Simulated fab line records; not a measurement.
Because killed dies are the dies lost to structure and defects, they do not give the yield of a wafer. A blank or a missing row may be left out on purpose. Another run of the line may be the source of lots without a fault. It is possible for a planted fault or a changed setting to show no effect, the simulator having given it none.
Matching of chambers :: flow nandHarc :: NHARC_A_M0_DEP_32 on pecvd-04 has 3 sister chambers
The step deposits SiCN, target thk 30 nm. 6 wafers are shown with their chamber, then 7 later ones without.

EACH WAFER AND ITS CHAMBER
wafer: L915.1
chamber: 0
heaterPowerW (W): 643
rfFwdPowerW (W): 447.5

wafer: L913.1
chamber: 2
heaterPowerW (W): 504
rfFwdPowerW (W): 449.0

wafer: L913.2
chamber: 0
heaterPowerW (W): 547
rfFwdPowerW (W): 447.6

wafer: L913.3
chamber: 1
heaterPowerW (W): 553
rfFwdPowerW (W): 448.0

wafer: L916.1
chamber: 2
heaterPowerW (W): 555
rfFwdPowerW (W): 447.3

wafer: L916.4
chamber: 1
heaterPowerW (W): 648
rfFwdPowerW (W): 449.2

WAFERS WHOSE CHAMBER IS MISSING
wafer: L916.6
heaterPowerW (W): 558
rfFwdPowerW (W): 447.4

wafer: L919.3
heaterPowerW (W): 653
rfFwdPowerW (W): 451.3

wafer: L919.5
heaterPowerW (W): 569
rfFwdPowerW (W): 448.0

wafer: L919.6
heaterPowerW (W): 642
rfFwdPowerW (W): 449.1

wafer: L925.1
heaterPowerW (W): 548
rfFwdPowerW (W): 448.0

wafer: L925.2
heaterPowerW (W): 635
rfFwdPowerW (W): 449.6

wafer: L925.3
heaterPowerW (W): 631
rfFwdPowerW (W): 449.2

EACH ONE'S CHAMBER
wafer: L916.6
from the rows above: can't be placed: 0 or 2 or 1
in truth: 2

wafer: L919.3
from the rows above: can't be placed: 1 or 2 or 0
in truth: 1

wafer: L919.5
from the rows above: can't be placed: 0 or 2 or 1
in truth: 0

wafer: L919.6
from the rows above: can't be placed: 1 or 0 or 2
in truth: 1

wafer: L925.1
from the rows above: can't be placed: 2 or 0 or 1
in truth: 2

wafer: L925.2
from the rows above: can't be placed: 1 or 2 or 0
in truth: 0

wafer: L925.3
from the rows above: can't be placed: 1 or 0 or 2
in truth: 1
Correctly placed: 0 of 7. Can't be placed from these rows: 7 (the true chamber is among the candidates in 7). Placed wrongly: 0.
How it was worked out, from the rows above alone: a wafer's distance from a chamber is the root of the sum, over the readings, of the square of ((its reading less the chamber's mean) divided by the reading's scatter). If the next closest chamber is less than 2 further off than the closest, the wafer can't be placed; otherwise it belongs to the closest. For every chamber, the mean is computed from those of its wafers that are shown. The scatter: take each reading less its chamber's mean, square it, sum over the shown wafers, divide by the number of wafers less the number of chambers, and take the root.
